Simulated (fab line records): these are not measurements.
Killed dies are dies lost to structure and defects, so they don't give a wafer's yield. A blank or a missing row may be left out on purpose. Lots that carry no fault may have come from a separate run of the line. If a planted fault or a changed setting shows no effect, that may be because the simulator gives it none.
Lot-split experiment || flow n5 finfet || 39 wafers read from 7 lots, route of 1938 steps

== SPLIT DETAILS ==
At N5_BEOL_M1_VIA_ETCH_34 (etches the open film in C4F6/O2, target depth 67.8 nm, time 64.4 s), the setting target depth a was moved away from the recipe's 678 angstrom on 9 of the 39 wafers read, by -46.0% to -26.7%. This setting was run at the recipe's value on the other wafers.

The split's own step is where the reading is taken.

== THE READING ==
SOC_of_BEOL_M1_COAT_67.thk nm (the simulator's own value, which no gauge read), in nm, at N5_BEOL_M1_VIA_ETCH_34 (etches the open film in C4F6/O2, target depth 67.8 nm, time 64.4 s). The file does not state a usual value for it. Here, 30 wafers ran the recipe; their average is 52.2 nm with a standard deviation of 0.26 nm.

{"wafer": "L074.1", "tool, chamber at the split": "rie diel-04, 0", "target depth a as run, angstrom": 678, "against the recipe": "recipe", "SOC_of_BEOL_M1_COAT_67.thk nm, nm": 52, "against lot-mates on the recipe": "-"}
{"wafer": "L074.2", "tool, chamber at the split": "rie diel-04, 3", "target depth a as run, angstrom": 446.5, "against the recipe": "-34.1%", "SOC_of_BEOL_M1_COAT_67.thk nm, nm": 54.6, "against lot-mates on the recipe": "+2.6"}
{"wafer": "L074.3", "tool, chamber at the split": "rie diel-04, 2", "target depth a as run, angstrom": 678, "against the recipe": "recipe", "SOC_of_BEOL_M1_COAT_67.thk nm, nm": 52.2, "against lot-mates on the recipe": "-"}
{"wafer": "L074.4", "tool, chamber at the split": "rie diel-04, 1", "target depth a as run, angstrom": 446.5, "against the recipe": "-34.1%", "SOC_of_BEOL_M1_COAT_67.thk nm, nm": 54.4, "against lot-mates on the recipe": "+2.4"}
{"wafer": "L074.5", "tool, chamber at the split": "rie diel-04, 0", "target depth a as run, angstrom": 678, "against the recipe": "recipe", "SOC_of_BEOL_M1_COAT_67.thk nm, nm": 51.8, "against lot-mates on the recipe": "-"}
{"wafer": "L074.6", "tool, chamber at the split": "rie diel-04, 1", "target depth a as run, angstrom": 446.5, "against the recipe": "-34.1%", "SOC_of_BEOL_M1_COAT_67.thk nm, nm": 54.4, "against lot-mates on the recipe": "+2.4"}
{"wafer": "L075.1", "tool, chamber at the split": "rie diel-02, 0", "target depth a as run, angstrom": 678, "against the recipe": "recipe", "SOC_of_BEOL_M1_COAT_67.thk nm, nm": 52.2, "against lot-mates on the recipe": "-"}
{"wafer": "L075.2", "tool, chamber at the split": "rie diel-02, 1", "target depth a as run, angstrom": 678, "against the recipe": "recipe", "SOC_of_BEOL_M1_COAT_67.thk nm, nm": 51.8, "against lot-mates on the recipe": "-"}
{"wafer": "L075.3", "tool, chamber at the split": "rie diel-02, 3", "target depth a as run, angstrom": 678, "against the recipe": "recipe", "SOC_of_BEOL_M1_COAT_67.thk nm, nm": 52, "against lot-mates on the recipe": "-"}
{"wafer": "L075.4", "tool, chamber at the split": "rie diel-02, 2", "target depth a as run, angstrom": 678, "against the recipe": "recipe", "SOC_of_BEOL_M1_COAT_67.thk nm, nm": 52.2, "against lot-mates on the recipe": "-"}
{"wafer": "L075.5", "tool, chamber at the split": "rie diel-02, 3", "target depth a as run, angstrom": 678, "against the recipe": "recipe", "SOC_of_BEOL_M1_COAT_67.thk nm, nm": 52, "against lot-mates on the recipe": "-"}
{"wafer": "L075.6", "tool, chamber at the split": "rie diel-02, 0", "target depth a as run, angstrom": 678, "against the recipe": "recipe", "SOC_of_BEOL_M1_COAT_67.thk nm, nm": 52, "against lot-mates on the recipe": "-"}
{"wafer": "L083.1", "tool, chamber at the split": "rie diel-02, 3", "target depth a as run, angstrom": 678, "against the recipe": "recipe", "SOC_of_BEOL_M1_COAT_67.thk nm, nm": 52, "against lot-mates on the recipe": "-"}
{"wafer": "L083.2", "tool, chamber at the split": "rie diel-02, 0", "target depth a as run, angstrom": 678, "against the recipe": "recipe", "SOC_of_BEOL_M1_COAT_67.thk nm, nm": 52, "against lot-mates on the recipe": "-"}
{"wafer": "L083.3", "tool, chamber at the split": "rie diel-02, 1", "target depth a as run, angstrom": 678, "against the recipe": "recipe", "SOC_of_BEOL_M1_COAT_67.thk nm, nm": 51.8, "against lot-mates on the recipe": "-"}
{"wafer": "L083.4", "tool, chamber at the split": "rie diel-02, 0", "target depth a as run, angstrom": 678, "against the recipe": "recipe", "SOC_of_BEOL_M1_COAT_67.thk nm, nm": 52, "against lot-mates on the recipe": "-"}
{"wafer": "L083.5", "tool, chamber at the split": "rie diel-02, 1", "target depth a as run, angstrom": 678, "against the recipe": "recipe", "SOC_of_BEOL_M1_COAT_67.thk nm, nm": 51.8, "against lot-mates on the recipe": "-"}
{"wafer": "L083.6", "tool, chamber at the split": "rie diel-02, 3", "target depth a as run, angstrom": 678, "against the recipe": "recipe", "SOC_of_BEOL_M1_COAT_67.thk nm, nm": 52, "against lot-mates on the recipe": "-"}
{"wafer": "L086.1", "tool, chamber at the split": "rie diel-06, 2", "target depth a as run, angstrom": 496.7, "against the recipe": "-26.7%", "SOC_of_BEOL_M1_COAT_67.thk nm, nm": 54.4, "against lot-mates on the recipe": "+2.1"}
{"wafer": "L086.2", "tool, chamber at the split": "rie diel-06, 0", "target depth a as run, angstrom": 496.7, "against the recipe": "-26.7%", "SOC_of_BEOL_M1_COAT_67.thk nm, nm": 54.2, "against lot-mates on the recipe": "+1.9"}
{"wafer": "L086.3", "tool, chamber at the split": "rie diel-06, 3", "target depth a as run, angstrom": 678, "against the recipe": "recipe", "SOC_of_BEOL_M1_COAT_67.thk nm, nm": 52.4, "against lot-mates on the recipe": "-"}
{"wafer": "L086.4", "tool, chamber at the split": "rie diel-06, 0", "target depth a as run, angstrom": 496.7, "against the recipe": "-26.7%", "SOC_of_BEOL_M1_COAT_67.thk nm, nm": 54.2, "against lot-mates on the recipe": "+1.9"}
{"wafer": "L086.5", "tool, chamber at the split": "rie diel-06, 2", "target depth a as run, angstrom": 678, "against the recipe": "recipe", "SOC_of_BEOL_M1_COAT_67.thk nm, nm": 52.2, "against lot-mates on the recipe": "-"}
{"wafer": "L086.6", "tool, chamber at the split": "rie diel-06, 3", "target depth a as run, angstrom": 678, "against the recipe": "recipe", "SOC_of_BEOL_M1_COAT_67.thk nm, nm": 52.4, "against lot-mates on the recipe": "-"}
{"wafer": "L089.1", "tool, chamber at the split": "rie diel-06, 1", "target depth a as run, angstrom": 678, "against the recipe": "recipe", "SOC_of_BEOL_M1_COAT_67.thk nm, nm": 52.6, "against lot-mates on the recipe": "-"}
{"wafer": "L089.2", "tool, chamber at the split": "rie diel-06, 2", "target depth a as run, angstrom": 678, "against the recipe": "recipe", "SOC_of_BEOL_M1_COAT_67.thk nm, nm": 52.6, "against lot-mates on the recipe": "-"}
{"wafer": "L089.3", "tool, chamber at the split": "rie diel-06, 0", "target depth a as run, angstrom": 678, "against the recipe": "recipe", "SOC_of_BEOL_M1_COAT_67.thk nm, nm": 52.2, "against lot-mates on the recipe": "-"}
{"wafer": "L089.4", "tool, chamber at the split": "rie diel-06, 3", "target depth a as run, angstrom": 678, "against the recipe": "recipe", "SOC_of_BEOL_M1_COAT_67.thk nm, nm": 52.4, "against lot-mates on the recipe": "-"}
{"wafer": "L089.5", "tool, chamber at the split": "rie diel-06, 0", "target depth a as run, angstrom": 678, "against the recipe": "recipe", "SOC_of_BEOL_M1_COAT_67.thk nm, nm": 52.2, "against lot-mates on the recipe": "-"}
{"wafer": "L089.6", "tool, chamber at the split": "rie diel-06, 3", "target depth a as run, angstrom": 678, "against the recipe": "recipe", "SOC_of_BEOL_M1_COAT_67.thk nm, nm": 52.6, "against lot-mates on the recipe": "-"}
{"wafer": "L092.2", "tool, chamber at the split": "rie diel-02, 2", "target depth a as run, angstrom": 678, "against the recipe": "recipe", "SOC_of_BEOL_M1_COAT_67.thk nm, nm": 52.4, "against lot-mates on the recipe": "-"}
{"wafer": "L092.4", "tool, chamber at the split": "rie diel-02, 0", "target depth a as run, angstrom": 678, "against the recipe": "recipe", "SOC_of_BEOL_M1_COAT_67.thk nm, nm": 51.8, "against lot-mates on the recipe": "-"}
{"wafer": "L092.5", "tool, chamber at the split": "rie diel-02, 3", "target depth a as run, angstrom": 678, "against the recipe": "recipe", "SOC_of_BEOL_M1_COAT_67.thk nm, nm": 52, "against lot-mates on the recipe": "-"}
{"wafer": "L094.1", "tool, chamber at the split": "rie diel-06, 2", "target depth a as run, angstrom": 678, "against the recipe": "recipe", "SOC_of_BEOL_M1_COAT_67.thk nm, nm": 52.6, "against lot-mates on the recipe": "-"}
{"wafer": "L094.2", "tool, chamber at the split": "rie diel-06, 1", "target depth a as run, angstrom": 366.3, "against the recipe": "-46.0%", "SOC_of_BEOL_M1_COAT_67.thk nm, nm": 56.2, "against lot-mates on the recipe": "+3.7"}
{"wafer": "L094.3", "tool, chamber at the split": "rie diel-06, 3", "target depth a as run, angstrom": 366.3, "against the recipe": "-46.0%", "SOC_of_BEOL_M1_COAT_67.thk nm, nm": 56.2, "against lot-mates on the recipe": "+3.7"}
{"wafer": "L094.4", "tool, chamber at the split": "rie diel-06, 0", "target depth a as run, angstrom": 678, "against the recipe": "recipe", "SOC_of_BEOL_M1_COAT_67.thk nm, nm": 52.4, "against lot-mates on the recipe": "-"}
{"wafer": "L094.5", "tool, chamber at the split": "rie diel-06, 2", "target depth a as run, angstrom": 678, "against the recipe": "recipe", "SOC_of_BEOL_M1_COAT_67.thk nm, nm": 52.4, "against lot-mates on the recipe": "-"}
{"wafer": "L094.6", "tool, chamber at the split": "rie diel-06, 3", "target depth a as run, angstrom": 366.3, "against the recipe": "-46.0%", "SOC_of_BEOL_M1_COAT_67.thk nm, nm": 56.2, "against lot-mates on the recipe": "+3.7"}

FIT RESULTS
A straight line over all 39 wafers: SOC_of_BEOL_M1_COAT_67.thk nm changes by -0.0805 nm for each +1% of target depth a; r = -0.98; the points scatter about the line by 0.28 nm.
The same after taking each lot's own level away (the mean of its wafers on the recipe; 39 wafers): -0.0772 nm for each +1%; r = -0.99; scatter 0.16 nm.
On that fit, the largest move of target depth a shifts the reading by 3.6 nm.
From 51.93 to 52.47 nm: that is the span of the lots' own levels, equal to 2.1 times the standard deviation above.
The two slopes are in agreement: the lot-to-lot level therefore moves the slope only a little.
Check: with one of the wafers moved furthest among these (-46.0%) left out of the fit, the line predicts +3.5 nm for it against its lot-mates. Against them it came out at +3.73 nm.

== OTHER SPLITS APPLIED TO THESE WAFERS ==
Before the reading, these wafers also passed through other splits. Each is held against what the fit with the lots' levels taken away leaves over:
{"other split on the same wafers": "N5_FIN_CUT_CUT_ETCH_15 target depth a", "wafers away from the commonest value": 15, "r with SOC_of_BEOL_M1_COAT_67.thk nm (lot level and that fit taken away)": "+0.13"}
{"other split on the same wafers": "N5_SD_EPI_N_ETCH_45 target depth a", "wafers away from the commonest value": 15, "r with SOC_of_BEOL_M1_COAT_67.thk nm (lot level and that fit taken away)": "+0.30"}
{"other split on the same wafers": "N5_HKMG_FIN_ETCH_58 target depth a", "wafers away from the commonest value": 15, "r with SOC_of_BEOL_M1_COAT_67.thk nm (lot level and that fit taken away)": -0.05}
{"other split on the same wafers": "N5_MOL_CONTACT_COAG_ALD_27 time s", "wafers away from the commonest value": 12, "r with SOC_of_BEOL_M1_COAT_67.thk nm (lot level and that fit taken away)": -0.36}

== THE WHOLE CHAIN: every reading that the file lists as answering this split, in the file's order ==
{"step": "N5_BEOL_M1_VIA_ETCH_34", "what it does": "etches the open film in C4F6/O2, target depth 67.8 nm, time 64.4 s", "reading": "etch.depth nm (the simulator's own value, which no gauge read)", "change (the file's fit)": "+0.669 nm for each +1% of the setting", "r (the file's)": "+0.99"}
{"step": "N5_BEOL_M1_VIA_ETCH_34", "what it does": "etches the open film in C4F6/O2, target depth 67.8 nm, time 64.4 s", "reading": "SOC_of_BEOL_M1_COAT_67.thk nm (the simulator's own value, which no gauge read)", "change (the file's fit)": "-0.077 nm for each +1% of the setting", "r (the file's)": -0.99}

== THE FILE'S OWN FIT ==
SOC_of_BEOL_M1_COAT_67.thk nm changes by -0.077 nm for each +1% of target depth a, r = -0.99.
